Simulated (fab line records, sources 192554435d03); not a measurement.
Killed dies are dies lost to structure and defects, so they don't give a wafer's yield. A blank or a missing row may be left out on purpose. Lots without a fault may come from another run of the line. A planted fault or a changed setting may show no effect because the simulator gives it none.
One fault seen from 3 desks | flow n5_finfet | each desk has only its own numbers; what lay behind them comes last

THE DEFECT DESK
What the inspections along the route counted, lot by lot: means of the sampled wafers that have a number. A lot is out of limits, marked OUT, if its mean lies more than 4 standard deviations from the usual mean; the brackets give that distance.
Columns: A = raw_defect_count at N5_HKMG_FIN_INSPECT_14, usual 2.2
lot  | first seen here | A
L668 | day 4 03:46     | 1.3
L675 | day 6 02:02     | 1.7
L682 | day 8 03:06     | 0.7
L688 | day 9 03:40     | 2.0
L689 | day 9 12:56     | 3.0
L691 | day 10 00:18    | 2.3
This desk's finding: nothing out of limits on any of the 6 lots.

THE METROLOGY DESK
What the gauges read, lot by lot, whatever tool the lot ran on: means of the sampled wafers that have a number. A lot is out of limits, marked OUT, if its mean lies more than 4 standard deviations from the usual mean; the brackets give that distance.
Columns: A = cd_nm at N5_HKMG_FIN_CD_MEAS_12, usual 93.1 nm; B = NWFM_OVL at N5_HKMG_FIN_OVL_MEAS_13, usual 0.2 nm
lot  | first seen here | A    | B
L668 | day 4 03:43     | 93.4 | -0.2
L675 | day 6 01:59     | 93.3 | 0.1
L682 | day 8 03:03     | 92.9 | 1.0
L688 | day 9 03:37     | 93.4 | 0.4
L689 | day 9 12:52     | 92.9 | 1.3
L691 | day 10 00:15    | 93.1 | 1.4
This desk's finding: nothing out of limits on any of the 6 lots.

THE TOOL OWNER'S DESK: rie_diel-04
The tool's own readings at N5_HKMG_FIN_ETCH_32 (etches SOC in N2/H2, target depth 240 nm, time 300 s): means of the sampled wafers that have a number, for each lot that ran on this tool. A lot is out of limits, marked OUT, if its mean lies more than 4 standard deviations from the usual mean; the brackets give that distance.
Columns: A = drypump_motor_current_A at N5_HKMG_FIN_ETCH_32, usual 6.0 A; B = oes_product_au at N5_HKMG_FIN_ETCH_32, usual 0.77 a.u.; C = rf_vpp_V at N5_HKMG_FIN_ETCH_32, usual 523.6 V; D = showerhead_plenum_p_Torr at N5_HKMG_FIN_ETCH_32, usual 2.54 Torr; E = throttle_valve_pct at N5_HKMG_FIN_ETCH_32, usual 17.81 %
lot  | first seen here | A   | B    | C     | D    | E
L675 | day 6 02:14     | 6.3 | 0.75 | 522.4 | 2.51 | 17.95
L682 | day 8 03:13     | 6.1 | 1.11 | 520.9 | 2.47 | 17.86
L688 | day 9 03:49     | 6.5 | 0.99 | 525.4 | 2.59 | 17.86
This desk's finding: nothing out of limits on any of the 3 lots.

PUT TOGETHER
The defect desk saw nothing out of limits.
The metrology desk saw nothing out of limits.
The tool owner's desk saw nothing out of limits.

WHAT THE SIMULATOR HAD PUT IN
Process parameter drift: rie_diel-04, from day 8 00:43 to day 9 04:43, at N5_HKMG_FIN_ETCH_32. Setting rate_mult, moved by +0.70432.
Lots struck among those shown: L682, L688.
